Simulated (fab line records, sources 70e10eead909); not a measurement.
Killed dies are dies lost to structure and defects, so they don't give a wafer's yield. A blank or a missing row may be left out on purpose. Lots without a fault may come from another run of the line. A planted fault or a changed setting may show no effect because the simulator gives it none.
Chamber matching | flow nand_harc | NHARC_P_M0_PRE_CLEAN_31 on pecvd-04: 3 sister chambers
The step time 12 s. 6 wafers are shown with their chamber, then 8 later ones without.

WAFERS WITH THEIR CHAMBER
wafer  | chamber | rf_fwd_power_W (W) | heater_power_w (W)
L086.4 | 2       | 291.7              | 689
L086.5 | 1       | 293.5              | 775
L086.2 | 1       | 292.9              | 785
L086.3 | 2       | 291.4              | 686
L086.6 | 0       | 291.0              | 713
L091.1 | 0       | 291.4              | 636

WAFERS WITHOUT THEIR CHAMBER
wafer  | rf_fwd_power_W (W) | heater_power_w (W)
L091.4 | 292.0              | 655
L091.5 | 291.4              | 607
L091.2 | 292.2              | 595
L091.3 | 292.7              | 650
L091.6 | 294.4              | 654
L092.4 | 291.8              | 674
L092.5 | 293.7              | 711
L092.6 | 293.3              | 703

WHICH CHAMBER EACH WENT THROUGH
wafer  | from the rows above          | in truth
L091.4 | can't be placed: 2 or 0      | 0
L091.5 | can't be placed: 0 or 2      | 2
L091.2 | can't be placed: 2 or 0      | 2
L091.3 | can't be placed: 2 or 1 or 0 | 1
L091.6 | 1                            | 1
L092.4 | can't be placed: 2 or 0      | 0
L092.5 | 1                            | 1
L092.6 | 1                            | 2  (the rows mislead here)
Placed correctly: 2 of 8. Can't be placed from these rows: 5 (the true chamber is among the candidates in 5). Placed wrongly: 1.
How it was worked out, from the rows above alone: a wafer's distance from a chamber is the root of the sum, over the readings, of the square of ((its reading less the chamber's mean) divided by the reading's scatter). The wafer belongs to the nearest chamber; if the next one is less than 2 further off, it can't be placed. A chamber's mean is the mean of its shown wafers. The scatter: the root of (the sum of the squares of (reading less its chamber's mean) over the shown wafers, divided by (wafers less chambers)).
